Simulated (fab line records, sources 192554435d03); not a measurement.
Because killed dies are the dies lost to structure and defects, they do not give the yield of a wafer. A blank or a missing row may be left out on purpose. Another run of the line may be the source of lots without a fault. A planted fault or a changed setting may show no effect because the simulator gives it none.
Matching of chambers || flow n5_finfet || 4 sister chambers for N5_BEOL_M5_DESCUM_33 on rie_diel-06
The step chemistry O2, time 7 s. 4 wafers are shown with their chamber, then 10 later ones without.

## WAFERS PAIRED WITH THEIR CHAMBERS
{"wafer": "L084.2", "chamber": 0, "drypump_motor_current_A (A)": 6.2}
{"wafer": "L085.4", "chamber": 3, "drypump_motor_current_A (A)": 5.8}
{"wafer": "L088.1", "chamber": 1, "drypump_motor_current_A (A)": 5.2}
{"wafer": "L088.4", "chamber": 2, "drypump_motor_current_A (A)": 6.6}

## WAFERS WITHOUT THEIR CHAMBER
{"wafer": "L088.6", "drypump_motor_current_A (A)": 6.6}
{"wafer": "L091.2", "drypump_motor_current_A (A)": 5.2}
{"wafer": "L091.3", "drypump_motor_current_A (A)": 6.6}
{"wafer": "L091.4", "drypump_motor_current_A (A)": 6.2}
{"wafer": "L092.2", "drypump_motor_current_A (A)": 6.5}
{"wafer": "L092.4", "drypump_motor_current_A (A)": 6.2}
{"wafer": "L092.5", "drypump_motor_current_A (A)": 6.6}
{"wafer": "L095.1", "drypump_motor_current_A (A)": 5.3}
{"wafer": "L095.3", "drypump_motor_current_A (A)": 6.6}
{"wafer": "L095.6", "drypump_motor_current_A (A)": 5.2}

## CHAMBER TAKEN BY EACH
{"wafer": "L088.6", "from the rows above": 2, "in truth": 2}
{"wafer": "L091.2", "from the rows above": 1, "in truth": 1}
{"wafer": "L091.3", "from the rows above": 2, "in truth": 2}
{"wafer": "L091.4", "from the rows above": 0, "in truth": 0}
{"wafer": "L092.2", "from the rows above": 2, "in truth": 2}
{"wafer": "L092.4", "from the rows above": 0, "in truth": 0}
{"wafer": "L092.5", "from the rows above": 2, "in truth": 2}
{"wafer": "L095.1", "from the rows above": 1, "in truth": 1}
{"wafer": "L095.3", "from the rows above": 2, "in truth": 2}
{"wafer": "L095.6", "from the rows above": 1, "in truth": 1}
Correct placement for 10 of the 10. Left unplaced by these rows: 0. Wrongly placed: 0.
How it was worked out, from the rows above alone: a wafer's distance from a chamber is the root of the sum, over the readings, of the square of ((its reading less the chamber's mean) divided by the reading's scatter). The wafer belongs to the nearest chamber; if the next one is less than 2 further off, it can't be placed. The mean given for a chamber averages the wafers shown for that chamber. The scatter: root of mean squared gap, hidden wafer to nearest shown wafer, with one shown wafer a chamber.
